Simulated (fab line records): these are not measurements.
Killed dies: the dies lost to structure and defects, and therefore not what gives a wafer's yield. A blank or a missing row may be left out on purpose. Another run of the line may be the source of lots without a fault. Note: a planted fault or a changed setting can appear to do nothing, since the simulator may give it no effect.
fab line records	flow n5_finfet
[record] lots = 10	wafers = 30	last_day = 19
route steps=1938 shown BEOL_M4@1111 BEOL_M15@1812 MIM_TOP@1836 PAD_METAL@1895 PASSIVATION@1936
lots with no fault: from the same line, run without faults
start_h: start of the lot's first displayed wafer, in hours after the record's first day	wait_h: hours since the lot's step before	" as in the row above	L1.1+2: several wafers, shown together as one row	- either no value or no given start	* or withheld: withheld	< > ~ a bound
route shown NAME@n: NAME is a module with steps in the file, n the number in the route of the first one	usual: mean/standard deviation of fault-free wafers	same: alike in all rows	chamber/n: place in a boat	sites: the reading at each site	_std_site: standard deviation of those values	_edge_site: outer sites' mean less inner sites'	radius_mm: for every site, how far away it sits from the centre of the wafer	mask NAME#n: copy n	behind: the most recent tool/chamber to have shaped the wafer	hold: what put the lot on hold/how long, in hours/how the hold closed	device: the n, p or np transistor that did not switch	end of line: the route-end tests of the same wafers	a step with no rows: only its recipe	killed: at the first sort, the dies lost to defects and structure; wafer yield is something else	map: a wafer's dies, marking killed ones x, the rest . and places with no die _
set.NAME: setting as actually run; set.NAME@STEP: the setting as run at that earlier step	model.NAME: the simulator's own value behind a step, which no gauge read
the route's steps for a sample of lots (tables are steps, rows are wafers)
services: the hour from which a tool's chamber was out of use, counted from the record's first day as start_h (under 0 if before that day), plus the number of hours and why
[[steps]]
[step N5_BEOL_M4_RC_MEAS_101]
[usual] DIBL_N = 36.0/1.9	DIBL_P = 35.6/2.2	IOFF_N = 0.15/0.031	IOFF_P = 0.19/0.032	ION_N = 668/11	ION_P = 455/7.2	SS_N = 71.5/0.65	SS_P = 73.4/0.64	VT_N = 251/3.6	VT_P = -253/3.3
lot.wafer	tool	chamber	start_h	wait_h	DIBL_N[mV/V]	DIBL_P[mV/V]	IOFF_N[nA/um]	IOFF_P[nA/um]	ION_N[uA/um]	ION_P[uA/um]	SS_N[mV/dec]	SS_P[mV/dec]	VT_N[mV]	VT_P[mV]
L280.2	prober-01	0	190.18	0.2	36.4	35.6	0.15	0.21	671	461	70.7	73.6	249	-249
L280.4	"	0	"	"	35.7	34.2	0.14	0.19	664	460	70.1	73.3	251	-251
L280.6	"	0	"	"	37.5	36.3	0.17	0.22	675	457	71.0	73.7	250	-250
L281.2	prober-02	0	193.89	0.2	35.0	34.2	0.11	0.14	661	445	72.1	72.7	258	-259
L281.4	"	0	"	"	35.1	34.4	0.12	0.14	658	444	71.0	72.9	254	-256
L281.5	"	0	"	"	36.2	36.1	0.13	0.16	669	453	71.8	73.5	252	-258
L283.1	prober-02	0	226.65	0.0	38.1	37.8	0.20	0.23	685	463	71.4	73.6	241	-249
L283.5	"	0	"	"	36.1	36.1	0.16	0.20	676	459	71.4	73.3	251	-253
L283.6	"	0	"	"	35.0	33.9	0.15	0.17	665	453	71.7	72.9	251	-254
L286.1	prober-01	0	241.22	0.0	37.8	38.5	0.18	0.21	682	457	72.4	73.8	249	-252
L286.2	"	0	"	"	38.2	39.4	0.19	0.23	678	459	72.5	73.5	249	-253
L286.4	"	0	"	"	36.1	37.7	0.16	0.21	677	466	71.5	73.6	248	-252
L285.1	prober-02	0	241.66	0.0	33.2	32.0	0.11	0.14	649	441	72.3	71.9	260	-256
L285.2	"	0	"	"	38.8	39.7	0.21	0.25	672	453	73.0	73.9	246	-249
L285.3	"	0	"	"	34.7	34.8	0.13	0.18	658	454	71.3	73.4	255	-252
L287.2	prober-01	0	246.14	0.2	35.6	33.8	0.12	0.16	663	451	71.1	72.4	253	-256
L287.3	"	0	"	"	35.2	34.4	0.12	0.16	653	453	70.9	73.9	254	-254
L287.4	"	0	"	"	37.1	36.4	0.16	0.20	662	452	71.8	73.0	251	-253
L298.3	prober-02	0	313.97	0.3	39.8	39.7	0.22	0.24	700	467	71.8	74.1	248	-250
L298.4	"	0	"	"	38.8	38.4	0.18	0.24	674	462	72.7	74.6	248	-252
L298.5	"	0	"	"	38.1	37.0	0.17	0.20	671	458	71.4	73.9	250	-253
L300.1	prober-02	0	322.43	0.0	35.0	34.7	0.14	0.19	672	460	71.3	73.9	254	-254
L300.2	"	0	"	"	35.7	34.8	0.15	0.18	666	452	72.6	74.2	251	-253
L300.6	"	0	"	"	36.2	35.4	0.14	0.19	658	449	71.9	73.3	256	-252
L297.2	prober-01	0	322.82	0.2	38.0	36.6	0.17	0.21	677	463	70.9	74.0	249	-251
L297.4	"	0	"	"	36.8	34.7	0.14	0.18	666	459	71.3	73.7	248	-253
L297.6	"	0	"	"	38.8	37.1	0.18	0.21	683	461	72.0	73.4	248	-250
L302.1	prober-02	0	333.71	0.0	33.1	33.5	0.11	0.13	662	444	70.6	72.9	259	-262
L302.2	"	0	"	"	34.7	35.8	0.13	0.16	666	443	71.6	73.6	255	-262
L302.4	"	0	"	"	34.6	37.0	0.14	0.17	665	449	71.9	74.3	252	-259
[step N5_BEOL_M15_STRIP_62]
[recipe] chemistry = O2	power_w = 600	temp_c = 60	pressure_mtorr = 30	rf_frequency_hz = 6e+07	bias_power_w = 0	overash_fraction = 0.3	o2_flow_sccm = 225
[usual] chamber_pressure_mTorr = 30.000/0.029	drypump_motor_current_A = 5.6/0.44	oes_product_au = 0.84/0.096	rf_vpp_V = 3.7/0.47	showerhead_plenum_p_Torr = 2.12/0.078	throttle_valve_pct = 16.51/0.25
lot.wafer	tool	chamber	start_h	wait_h	chamber_pressure_mTorr	drypump_motor_current_A	oes_product_au	rf_hours_counter_h	rf_vpp_V	showerhead_plenum_p_Torr	throttle_valve_pct
L280.2	rie_diel-05	0	-	-	29.993	5.6	0.92	26	2.9	2.07	16.65
L280.4	"	0	"	"	30.061	5.6	0.93	-	4.3	2.07	16.65
L280.6	"	2	"	"	30.029	5.6	0.96	-	3.4	2.26	16.51
L281.2	rie_diel-02	1	-	-	29.975	6.4	0.74	158	4.1	2.01	16.84
L281.4	"	2	"	"	29.934	5.5	0.72	-	4.2	2.17	16.63
L281.5	"	3	"	"	30.004	6.0	0.70	-	4.2	1.98	16.76
L283.1	rie_diel-05	0	-	-	30.027	5.6	0.90	32	3.9	2.07	16.68
L283.5	"	2	"	"	30.001	5.6	0.93	-	4.4	2.26	16.53
L283.6	"	3	"	"	29.998	4.9	0.99	-	3.4	2.15	16.32
L285.1	rie_diel-03	0	-	-	29.976	5.1	0.68	238	3.9	2.14	16.74
L285.2	"	3	"	"	30.017	5.2	0.79	95	3.2	2.10	16.44
L285.3	"	1	"	"	30.013	6.4	0.89	35	4.0	2.05	16.19
L286.1	rie_diel-02	2	-	-	30.016	5.6	0.70	233	3.9	2.17	16.69
L286.2	"	0	"	"	30.008	5.0	0.93	16	3.9	2.15	16.06
L286.4	"	1	"	"	30.031	6.4	0.73	170	3.7	2.01	16.87
L287.2	rie_diel-05	2	-	-	30.020	5.6	0.93	25	3.8	2.25	16.52
L287.3	"	3	"	"	29.995	5.0	0.97	8	4.0	2.14	16.35
L287.4	"	1	"	"	30.025	5.4	0.81	96	3.8	2.19	16.44
L298.3	rie_diel-05	3	-	-	30.051	4.9	0.93	24	3.6	2.14	16.35
L298.4	"	0	"	"	30.048	5.6	0.87	56	3.3	2.06	16.70
L298.5	"	3	"	"	29.998	5.0	0.92	-	3.6	2.14	16.35
L300.1	rie_diel-03	3	-	-	29.995	5.1	0.76	126	3.7	2.09	16.50
L300.2	"	1	"	"	30.035	6.4	0.83	64	3.5	2.04	16.25
L300.6	"	2	"	"	29.989	5.7	0.88	-	4.2	2.12	16.22
L297.2	rie_diel-05	1	-	-	29.957	5.4	0.79	118	3.9	2.19	16.46
L297.4	"	3	"	"	30.030	4.9	0.91	27	3.9	2.14	16.36
L297.6	"	0	"	"	29.955	5.6	0.86	-	3.9	2.06	16.71
L302.1	rie_diel-05	2	-	-	30.002	5.6	0.87	54	2.4	2.24	16.60
L302.2	"	0	"	"	29.985	5.5	0.86	65	3.9	2.06	16.73
L302.4	"	1	"	"	30.071	5.4	0.78	126	3.2	2.18	16.48
[step N5_BEOL_M15_SPUTTER_45]
[recipe] material = Cu	target_thk_a = 1000	temp_c = -20	bias_v = 60	power_w = 26000	chamber_pressure_pa = 0.13	time_s = 16.67
[usual] throttle_valve_pct = 29.8/0.78
lot.wafer	tool	chamber	start_h	wait_h	throttle_valve_pct
L280.2	pvd_sputter-03	-	280.28	0.0	30.5
L280.4	"	-	"	"	29.2
L280.6	"	-	"	"	29.8
L281.2	pvd_sputter-01	-	280.55	0.0	30.0
L281.4	"	-	"	"	30.4
L281.5	"	-	"	"	30.1
L283.1	pvd_sputter-02	-	305.74	0.0	29.6
L283.5	"	-	"	"	29.2
L283.6	"	-	"	"	29.8
L285.1	pvd_sputter-03	-	322.65	0.0	29.1
L285.2	"	-	"	"	30.0
L285.3	"	-	"	"	30.7
L286.1	pvd_sputter-01	-	327.31	0.0	31.4
L286.2	"	-	"	"	29.7
L286.4	"	-	"	"	28.4
L287.2	pvd_sputter-03	-	327.65	0.0	29.0
L287.3	"	-	"	"	30.8
L287.4	"	-	"	"	29.7
L298.3	pvd_sputter-03	-	404.79	0.0	30.6
L298.4	"	-	"	"	29.3
L298.5	"	-	"	"	29.2
L300.1	pvd_sputter-01	-	410.31	0.0	28.2
L300.2	"	-	"	"	30.0
L300.6	"	-	"	"	29.9
L297.2	pvd_sputter-01	-	413.21	0.0	28.2
L297.4	"	-	"	"	29.9
L297.6	"	-	"	"	28.3
L302.1	pvd_sputter-01	-	436.08	0.0	29.7
L302.2	"	-	"	"	31.1
L302.4	"	-	"	"	28.4
[step N5_MIM_TOP_ALD_02]
[recipe] material = Al2O3	target_thk_a = *	temp_c = withheld	ald_precursor_family = TMA	ald_co_reactant = O3	pulse_time_s = withheld	purge_time_s = 3	co_reactant_purge_time_s = withheld	co_reactant_pulse_time_s = 3	ald_cycles = withheld
[usual] precursor_pulse_height_rel = 1.000/0.019
lot.wafer	tool	chamber	start_h	wait_h	precursor_pulse_height_rel
L280.2	ald_hk-01	1	-	-	1.017
L280.4	"	0	"	"	0.997
L280.6	"	1	"	"	1.025
L281.2	ald_hk-02	3	-	-	0.994
L281.4	"	1	"	"	0.983
L281.5	"	0	"	"	0.975
L283.1	ald_hk-02	1	-	-	0.998
L283.5	"	0	"	"	1.003
L283.6	"	3	"	"	0.992
L285.1	ald_hk-02	1	-	-	0.988
L285.2	"	0	"	"	0.987
L285.3	"	2	"	"	0.994
L287.2	ald_hk-02	1	-	-	0.961
L287.3	"	3	"	"	0.999
L287.4	"	2	"	"	1.023
L286.1	ald_hk-01	0	-	-	0.981
L286.2	"	3	"	"	0.998
L286.4	"	1	"	"	1.008
L298.3	ald_hk-01	0	-	-	1.005
L298.4	"	1	"	"	1.008
L298.5	"	2	"	"	0.974
L300.1	ald_hk-02	2	-	-	1.028
L300.2	"	0	"	"	1.004
L300.6	"	2	"	"	1.009
L297.2	ald_hk-01	1	-	-	0.995
L297.4	"	0	"	"	1.014
L297.6	"	1	"	"	1.003
L302.1	ald_hk-03	0	-	-	0.969
L302.2	"	3	"	"	1.021
L302.4	"	1	"	"	0.972
[step N5_PASSIVATION_SPUTTER_20]
[recipe] material = TaN	target_thk_a = 500	temp_c = 25	chamber_pressure_pa = 0.4
[usual] throttle_valve_pct = 29.8/0.81
lot.wafer	tool	chamber	start_h	wait_h	throttle_valve_pct
L281.2	pvd_sputter-02	-	288.04	0.0	29.2
L281.4	"	-	"	"	29.9
L281.5	"	-	"	"	30.2
L280.2	pvd_sputter-01	-	288.14	0.0	30.2
L280.4	"	-	"	"	30.2
L280.6	"	-	"	"	30.0
L283.1	pvd_sputter-03	-	316.67	0.0	29.5
L283.5	"	-	"	"	30.7
L283.6	"	-	"	"	29.3
L285.1	pvd_sputter-01	-	335.03	0.0	30.9
L285.2	"	-	"	"	29.8
L285.3	"	-	"	"	28.1
L287.2	pvd_sputter-02	-	340.46	0.0	29.9
L287.3	"	-	"	"	30.0
L287.4	"	-	"	"	29.1
L286.1	pvd_sputter-01	-	341.54	0.0	30.1
L286.2	"	-	"	"	30.2
L286.4	"	-	"	"	31.1
L298.3	pvd_sputter-03	-	413.90	0.0	29.1
L298.4	"	-	"	"	30.7
L298.5	"	-	"	"	30.4
L300.1	pvd_sputter-03	-	418.10	0.0	29.3
L300.2	"	-	"	"	29.9
L300.6	"	-	"	"	29.4
L297.2	pvd_sputter-01	-	428.21	0.0	31.3
L297.4	"	-	"	"	30.0
L297.6	"	-	"	"	28.0
L302.1	pvd_sputter-03	-	447.61	0.0	30.6
L302.2	"	-	"	"	29.3
L302.4	"	-	"	"	29.7
[step N5_PASSIVATION_PROBE_49]
[usual] defect_limited_yield = 91.3/1.4	killed_at_M0_to_M3 = 34/10	killed_at_M4_up = 14/5.5	killed_at_contacts = 12/6	killed_at_front_end = 40/10	killed_at_other = 3.0/2.4	killed_dies = 103/17	killed_on_rim = 13/4.3	killed_open = 68/13	killed_short = 34/7.8	sort_bin_5_function = 5.1/0.97	sort_bin_6_memory = 3.3/0.66	sort_bin_8_speed = 0.02/0.12	sort_n_pass = 1077/17	sort_yield_pct = 91.2/1.4
[same] gross_dies = 1180	killed_at_back_side = 0	sort_bin_4_leakage[%] = 0
lot.wafer	tool	chamber	start_h	wait_h	defect_limited_yield[%]	killed_at_M0_to_M3	killed_at_M4_up	killed_at_contacts	killed_at_front_end	killed_at_other	killed_dies	killed_on_rim	killed_open	killed_short	sort_bin_5_function[%]	sort_bin_6_memory[%]	sort_bin_8_speed[%]	sort_n_pass	sort_yield_pct[%]
L285.1	prober-01	-	341.03	0.0	1.5	37	10	10	25	1080	1162	134	63	18	3.6	3.1	0	18	1.5
L285.2	prober-01	-	341.08	0.1	91.9	34	10	15	35	1	95	8	57	38	4.7	3.0	0	1085	91.9
L285.3	prober-01	-	341.13	0.1	92.0	27	13	26	27	1	94	11	64	30	4.9	2.8	0	1086	92.0
L286.1	prober-02	-	347.58	0.0	91.1	32	13	13	42	5	105	20	66	32	5.6	2.5	0	1075	91.1
L286.2	prober-02	-	347.63	0.1	93.8	34	7	10	19	3	73	8	49	24	3.6	2.2	0	1107	93.8
L286.4	prober-02	-	347.73	0.2	2.0	27	28	11	35	1055	1156	130	72	31	5.0	3.4	0	24	2.0
// killed by level:class
L285.1 PAD_METAL:area_sputter=1080 BEOL_M2:geometric_particle:open=10 MOL_CONTACT_COAG:geometric_particle:open=8 BEOL_M1:geometric_particle:open=8 BEOL_M4:geometric_particle:open=6 FIN_SAQP:geometric_particle:open=5 GATE_CUT:geometric_particle:short=5 BEOL_M3:geometric_particle:open=5
L285.2 MOL_CONTACT_COAG:geometric_particle:open=13 BEOL_M0_SAQP:geometric_particle:short=9 FIN_SAQP:geometric_particle:open=5 FIN_SAQP:geometric_particle:short=5 STI_FIN_REVEAL:geometric_particle:open=5 GATE_CUT:geometric_particle:short=5 BEOL_M2:geometric_particle:open=5 BEOL_M3:geometric_particle:open=5
L285.3 MOL_CONTACT_COAG:geometric_particle:open=22 FIN_SAQP:geometric_particle:short=6 ILD0:geometric_particle:open=6 GATE_CUT:geometric_particle:short=5 BEOL_M0_SAQP:geometric_particle:short=5 BEOL_M0:geometric_particle:open=5 BEOL_M5:geometric_particle:open=5 MOL_CONTACT_COAG:geometric_particle:short=4
L286.1 STI_FIN_REVEAL:geometric_particle:open=15 BEOL_M1:geometric_particle:open=11 MOL_CONTACT_COAG:geometric_particle:open=11 BEOL_M0_SAQP:geometric_particle:short=8 BEOL_M0_SAQP:geometric_particle:open=7 FIN_SAQP:geometric_particle:short=5 STI_FIN_REVEAL:geometric_particle:short=4 HKMG_FIN:area_etch=4
L286.2 MOL_CONTACT_COAG:geometric_particle:open=9 BEOL_M0_SAQP:geometric_particle:open=8 BEOL_M1:geometric_particle:open=6 BEOL_M0_SAQP:geometric_particle:short=5 FIN_SAQP:geometric_particle:open=4 STI_FIN_REVEAL:geometric_particle:open=3 GATE_CUT:geometric_particle:open=3 BEOL_M0:geometric_particle:short=3
L286.4 PAD_METAL:area_sputter=1053 STI_FIN_REVEAL:geometric_particle:open=13 BEOL_M4:geometric_particle:open=12 BEOL_M0_SAQP:geometric_particle:open=8 BEOL_M0_SAQP:geometric_particle:short=8 MOL_CONTACT_COAG:geometric_particle:open=7 STI_FIN_REVEAL:geometric_particle:short=6 BEOL_M3:geometric_particle:open=5
[[services]]
tool	chamber	start_h	hours	kind
rie_diel-05	3	269.26	-	clean
rie_diel-05	1	270.40	3.0	repair
rie_diel-02	0	274.42	7.1	repair
ald_hk-03	-	313.09	8.7	pm
rie_diel-05	1	330.57	3.3	repair
rie_diel-03	2	333.39	19.1	repair
rie_diel-05	-	333.75	0.4	repair
pvd_sputter-01	-	344.74	1.6	repair
rie_diel-02	0	350.54	31.6	repair
pvd_sputter-02	-	351.20	11.7	repair
pvd_sputter-03	-	378.22	3.7	repair
rie_diel-05	-	385.81	4.3	pm
rie_diel-03	-	388.37	4.3	pm
rie_diel-05	3	390.15	6.0	repair
ald_hk-01	-	395.56	0.3	repair
rie_diel-05	0	416.65	2.6	repair
rie_diel-03	3	418.14	1.4	repair
pvd_sputter-03	-	421.46	2.4	repair
pvd_sputter-01	-	425.15	1.2	repair
rie_diel-02	-	427.79	2.8	pm
rie_diel-02	1	430.95	4.9	repair
rie_diel-02	3	438.89	3.2	repair
rie_diel-02	2	440.26	5.5	repair
ald_hk-03	-	441.36	0.9	repair
[[key]]
[first_sign] step = N5_PASSIVATION_PROBE_49	reading = killed_at_other	direction = up	sigmas = 99+	usual = 3.0	struck = 1067.5
[effect] step = N5_PASSIVATION_PROBE_49	reading = sort_n_pass	direction = down	sigmas = 63	usual = 1077	struck = 21
[more_kills_born_at] N5_PASSIVATION_SPUTTER_20@pvd_sputter-01 = 2133
met_at N5_PASSIVATION_SPUTTER_20
struck_lots L285,L286
struck_wafers L285.1,L286.4
later_rows_left_out L285.1,L286.4
not_acting_at N5_BEOL_M15_STRIP_62,N5_BEOL_M15_SPUTTER_45,N5_MIM_TOP_ALD_02
[fault] kind = process_parameter_drift	tool = pvd_sputter-01	chamber = -	onset_h = 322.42	steps = N5_PASSIVATION_SPUTTER_20	channel = target_thk_a	offset = *	shape = step	end_h = 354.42	acts_in = *	stated = *	scope = struck_wafers_only
// later_rows_left_out: the simulator's readings of these wafers behind a module that went badly wrong aren't trusted and aren't shown, but for the sort
